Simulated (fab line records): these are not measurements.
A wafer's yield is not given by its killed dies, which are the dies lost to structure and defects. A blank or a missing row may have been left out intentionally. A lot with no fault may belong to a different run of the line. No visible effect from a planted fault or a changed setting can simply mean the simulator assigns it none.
fab line records    flow n5Finfet    part 2 of 2: steps 5 to 6 of 6
[record] lots = 23  wafers = 69  lastDay = 17
route steps=1938 shown BEOL_M1@787 BEOL_M2@841
lots that met no fault: taken from a fault-free run of the same line
startH: hours from the record's first day to the start of the lot's first wafer shown    waitH: hours since the lot's step before    " the same as in the row above    L1.1+2: several wafers, shown together as one row    - no value, or no start was given    * or withheld: withheld    < > ~ a bound
route shown NAME@n: NAME is a module with steps in the file, n the number in the route of the first one    usual: mean and standard deviation over wafers with no fault    same: alike in all rows    chamber/n: place in a boat    sites: each site's reading    _std_site: how widely they spread, as a standard deviation    _edge_site: the outer-site mean with the inner-site mean subtracted    radiusMm: how far each site lies from the wafer's centre    mask NAME#n: copy n    behind: the last tool/chamber to shape the wafer    hold: why the lot went on hold/how many hours it stayed there/how the hold came to an end    device: whichever transistor did not switch (one of n, p or np)    end of line: at the end of the route, the tests of the same wafers    where a step has no rows: the recipe by itself    killed: count of dies lost to structure and defects at first sort (not the wafer's yield)    map: the dies of a wafer, with x for killed, . for not killed, _ for no die there
set.NAME: setting as actually run; set.NAME@STEP: the setting as run at that earlier step    model.NAME: the simulator's own value behind a step, which no gauge read
route steps across a sampled set of lots; one table per step, one row per wafer
services: the hour from which a tool's chamber was out of use, counted from the record's first day as startH (under 0 if before that day), plus the number of hours and why
[[steps]]
[step N5_BEOL_M2_ETCH_64]
[recipe] chemistry = N2/H2  target = SOC  targetDepthA = 750  overetchA = 225  maskMaterial = SiARC  tempC = 40  timeS = 121.9  ionEnergyEv = 200  pressureMtorr = 30  sourceW = 840  biasW = 150  n2FlowSccm = 200  h2FlowSccm = 200
[usual] drypumpMotorCurrentA = 5.6/0.47  oesProductAu = 0.63/0.072  rfVppV = 523.7/1.8  showerheadPlenumPTorr = 2.54/0.071  throttleValvePct = 17.85/0.22
[same] timeS = 121.9
lot.wafer  tool        chamber  startH  waitH  drypumpMotorCurrentA  oesProductAu  rfHoursCounterH  rfVppV  showerheadPlenumPTorr  throttleValvePct
L075.2     rieDiel-06  3        140.66  0.0    4.8                   0.54          193              525.1   2.63                   18.00
L075.5     "           2        "       "      4.7                   0.52          -                522.5   2.49                   18.04
L075.6     "           1        "       "      5.9                   0.53          -                522.2   2.48                   17.95
L076.3     rieDiel-06  0        149.38  0.0    5.3                   0.69          22               524.2   2.61                   17.58
L076.4     "           1        "       "      5.9                   0.52          219              524.0   2.48                   18.00
L076.6     "           3        "       "      4.8                   0.54          -                527.0   2.63                   17.97
L077.2     rieDiel-03  1        152.62  0.0    5.9                   0.73          2                523.1   2.48                   17.59
L077.4     "           3        "       "      5.5                   0.54          -                525.5   2.64                   18.32
L077.6     "           1        "       "      5.9                   0.74          -                523.2   2.48                   17.58
L074.1     rieDiel-03  2        162.78  0.0    5.8                   0.68          33               523.9   2.61                   17.88
L074.3     "           1        "       "      5.9                   0.72          6                523.2   2.48                   17.61
L074.5     "           2        "       "      5.8                   0.68          -                525.3   2.61                   17.89
L079.1     rieDiel-03  2        164.39  0.0    5.8                   0.68          34               525.1   2.61                   17.88
L079.3     "           1        "       "      5.9                   0.72          7                523.6   2.48                   17.62
L079.5     "           2        "       "      5.8                   0.67          -                524.8   2.61                   17.88
L078.4     rieDiel-03  2        164.86  0.1    5.8                   0.68          -                526.3   2.61                   17.90
L078.5     "           1        "       "      5.9                   0.71          -                521.6   2.48                   17.60
L078.6     "           3        "       "      5.5                   0.53          -                525.9   2.64                   18.33
L080.2     rieDiel-05  0        165.87  0.0    5.9                   0.67          40               522.5   2.46                   17.63
L080.3     "           1        "       "      5.1                   0.65          30               523.5   2.59                   17.59
L080.6     "           0        "       "      5.9                   0.67          -                522.8   2.46                   17.62
L081.1     rieDiel-05  3        171.69  0.0    6.1                   0.55          196              523.9   2.53                   18.14
L081.4     "           1        "       "      5.1                   0.66          31               524.1   2.59                   17.61
L081.5     "           1        "       "      5.1                   0.66          -                526.8   2.59                   17.60
L082.2     rieDiel-05  2        182.28  0.0    4.8                   0.56          168              520.5   2.41                   17.87
L082.4     "           3        "       "      6.1                   0.54          200              523.1   2.53                   18.13
L082.5     "           2        "       "      4.8                   0.55          -                520.7   2.41                   17.89
L084.1     rieDiel-06  0        201.98  0.0    5.2                   0.67          45               525.6   2.60                   17.62
L084.2     "           2        "       "      4.7                   0.72          4                522.7   2.48                   17.62
L084.4     "           3        "       "      4.8                   0.52          219              526.8   2.62                   18.05
L085.2     rieDiel-03  2        204.54  0.0    5.8                   0.67          49               524.1   2.61                   17.90
L085.3     "           0        "       "      6.3                   0.72          10               522.7   2.50                   17.86
L085.6     "           1        "       "      5.9                   0.68          -                522.7   2.48                   17.63
L086.2     rieDiel-05  1        215.62  0.0    5.1                   0.63          46               526.6   2.58                   17.62
L086.4     "           0        "       "      5.9                   0.65          56               521.1   2.46                   17.65
L086.5     "           1        "       "      5.1                   0.64          -                524.4   2.58                   17.62
L087.1     rieDiel-05  0        220.79  0.0    5.9                   0.64          58               521.9   2.46                   17.67
L087.5     "           1        "       "      5.1                   0.63          -                525.9   2.58                   17.63
L087.6     "           3        "       "      6.1                   0.53          -                522.8   2.53                   18.15
L088.4     rieDiel-03  1        223.63  0.1    5.9                   0.67          -                522.2   2.47                   17.65
L088.5     "           1        "       "      5.9                   0.67          -                522.1   2.47                   17.65
L088.6     "           2        "       "      5.8                   0.66          -                524.0   2.60                   17.91
L089.2     rieDiel-05  0        223.80  0.0    5.9                   0.65          59               522.0   2.45                   17.69
L089.5     "           3        "       "      6.1                   0.53          -                523.2   2.53                   18.16
L089.6     "           1        "       "      5.1                   0.63          -                524.0   2.58                   17.64
L090.2     rieDiel-03  0        228.50  0.0    6.3                   0.71          18               521.9   2.50                   17.86
L090.3     "           3        "       "      5.5                   0.73          2                526.1   2.63                   17.95
L090.5     "           2        "       "      5.8                   0.66          -                524.8   2.60                   17.93
L091.2     rieDiel-03  1        234.59  0.0    5.9                   0.65          37               522.7   2.47                   17.64
L091.5     "           2        "       "      5.8                   0.65          -                525.4   2.60                   17.94
L091.6     "           1        "       "      5.9                   0.67          -                521.8   2.47                   17.66
L092.2     rieDiel-06  2        241.77  0.0    4.7                   0.70          12               522.9   2.48                   17.64
L092.4     "           0        "       "      5.3                   0.65          53               525.0   2.59                   17.64
L092.5     "           3        "       "      4.8                   0.52          -                525.5   2.62                   18.04
L093.2     rieDiel-03  0        246.29  0.0    6.3                   0.70          26               522.5   2.50                   17.89
L093.3     "           1        "       "      5.9                   0.66          42               522.9   2.47                   17.66
L093.6     "           1        "       "      5.9                   0.66          -                520.8   2.47                   17.66
L094.2     rieDiel-03  2        250.23  0.0    5.8                   0.65          70               525.5   2.60                   17.96
L094.3     "           3        "       "      5.5                   0.70          12               525.3   2.63                   17.95
L094.5     "           3        "       "      5.5                   0.70          -                525.2   2.63                   17.95
L096.1     rieDiel-05  1        262.80  0.0    5.1                   0.61          67               524.1   2.57                   17.66
L096.4     "           0        "       "      5.9                   0.63          76               522.6   2.45                   17.70
L096.6     "           0        "       "      5.9                   0.63          -                520.8   2.45                   17.71
L095.2     rieDiel-06  1        265.72  0.0    5.9                   0.76          1                522.2   2.47                   17.63
L095.4     "           0        "       "      5.2                   0.64          65               525.2   2.59                   17.66
L095.5     "           3        "       "      4.8                   0.51          -                525.7   2.61                   18.07
L097.3     rieDiel-03  0        269.90  0.0    6.3                   0.69          34               522.8   2.49                   17.89
L097.4     "           3        "       "      5.5                   0.69          18               525.8   2.62                   17.95
L097.6     "           0        "       "      6.3                   0.69          -                522.5   2.49                   17.91
[step N5_BEOL_M2_CD_MEAS_18]
[recipe] pitchNm = 36  targetCdNm = 18
[usual] cdNm = 17.5/0.43
lot.wafer  tool      chamber  startH  waitH  cdNm
L075.2     cdSem-03  -        141.02  0.1    17.3
L075.5     "         -        "       "      18.0
L075.6     "         -        "       "      17.0
L076.3     cdSem-02  -        149.74  0.1    18.0
L076.4     "         -        "       "      16.8
L076.6     "         -        "       "      17.5
L077.2     cdSem-02  -        153.18  0.1    17.2
L077.4     "         -        "       "      17.8
L077.6     "         -        "       "      17.9
L074.1     cdSem-02  -        163.13  0.0    17.5
L074.3     "         -        "       "      18.1
L074.5     "         -        "       "      17.3
L079.1     cdSem-03  -        164.75  0.0    17.4
L079.3     "         -        "       "      17.7
L079.5     "         -        "       "      18.1
L078.4     cdSem-02  -        165.18  0.0    16.8
L078.5     "         -        "       "      17.2
L078.6     "         -        "       "      18.1
L080.2     cdSem-02  -        166.22  0.1    17.6
L080.3     "         -        "       "      16.3
L080.6     "         -        "       "      18.1
L081.1     cdSem-03  -        172.23  0.0    17.3
L081.4     "         -        "       "      17.3
L081.5     "         -        "       "      17.3
L082.2     cdSem-03  -        182.64  0.1    18.2
L082.4     "         -        "       "      17.3
L082.5     "         -        "       "      18.2
L084.1     cdSem-03  -        202.34  0.0    17.3
L084.2     "         -        "       "      17.3
L084.4     "         -        "       "      16.9
L085.2     cdSem-01  -        204.90  0.1    17.5
L085.3     "         -        "       "      17.5
L085.6     "         -        "       "      18.0
L086.2     cdSem-01  -        215.98  0.1    18.1
L086.4     "         -        "       "      17.8
L086.5     "         -        "       "      17.6
L087.1     cdSem-03  -        221.14  0.0    17.9
L087.5     "         -        "       "      17.3
L087.6     "         -        "       "      17.5
L088.4     cdSem-02  -        224.07  0.0    17.6
L088.5     "         -        "       "      17.5
L088.6     "         -        "       "      17.9
L089.2     cdSem-02  -        224.17  0.1    17.3
L089.5     "         -        "       "      16.6
L089.6     "         -        "       "      17.4
L090.2     cdSem-01  -        228.95  0.1    17.2
L090.3     "         -        "       "      17.4
L090.5     "         -        "       "      17.1
L091.2     cdSem-02  -        235.05  0.1    17.8
L091.5     "         -        "       "      17.4
L091.6     "         -        "       "      17.3
L092.2     cdSem-01  -        242.29  0.1    17.1
L092.4     "         -        "       "      17.8
L092.5     "         -        "       "      17.4
L093.2     cdSem-02  -        246.64  0.1    18.1
L093.3     "         -        "       "      18.6
L093.6     "         -        "       "      17.7
L094.2     cdSem-01  -        250.58  0.1    17.2
L094.3     "         -        "       "      17.2
L094.5     "         -        "       "      17.6
L096.1     cdSem-03  -        263.16  0.0    16.8
L096.4     "         -        "       "      17.5
L096.6     "         -        "       "      17.3
L095.2     cdSem-01  -        266.07  0.1    17.9
L095.4     "         -        "       "      17.7
L095.5     "         -        "       "      17.4
L097.3     cdSem-03  -        270.27  0.1    17.1
L097.4     "         -        "       "      17.6
L097.6     "         -        "       "      17.6
[[services]]
tool        chamber  startH  hours  kind
rieDiel-04  2        114.20  1.9    repair
rieDiel-06  -        119.48  4.4    repair
rieDiel-06  0        124.63  1.7    repair
rieDiel-03  1        130.75  -      clean
rieDiel-03  1        130.75  -      consumableReplace:focusRing
rieDiel-03  1        130.75  17.5   scheduledDown
rieDiel-03  1        130.75  17.5   ventCycle
rieDiel-04  -        131.63  0.8    repair
rieDiel-04  0        132.51  11.9   repair
rieDiel-03  0        149.30  -      clean
rieDiel-03  0        149.30  -      consumableReplace:focusRing
rieDiel-03  0        149.30  25.7   scheduledDown
rieDiel-02  1        156.55  15.9   repair
rieDiel-03  -        158.24  0.4    repair
rieDiel-01  3        165.35  3.0    repair
rieDiel-03  3        168.79  4.2    repair
rieDiel-03  0        218.61  7.7    repair
rieDiel-01  2        220.07  16.1   repair
rieDiel-06  -        223.44  14.6   pm
pecvd-01    -        227.49  1.4    repair
rieDiel-05  -        229.22  0.1    repair
pecvd-02    2        262.76  15.1   repair
rieDiel-02  0        264.59  16.2   repair
pecvd-02    -        268.90  14.6   pm
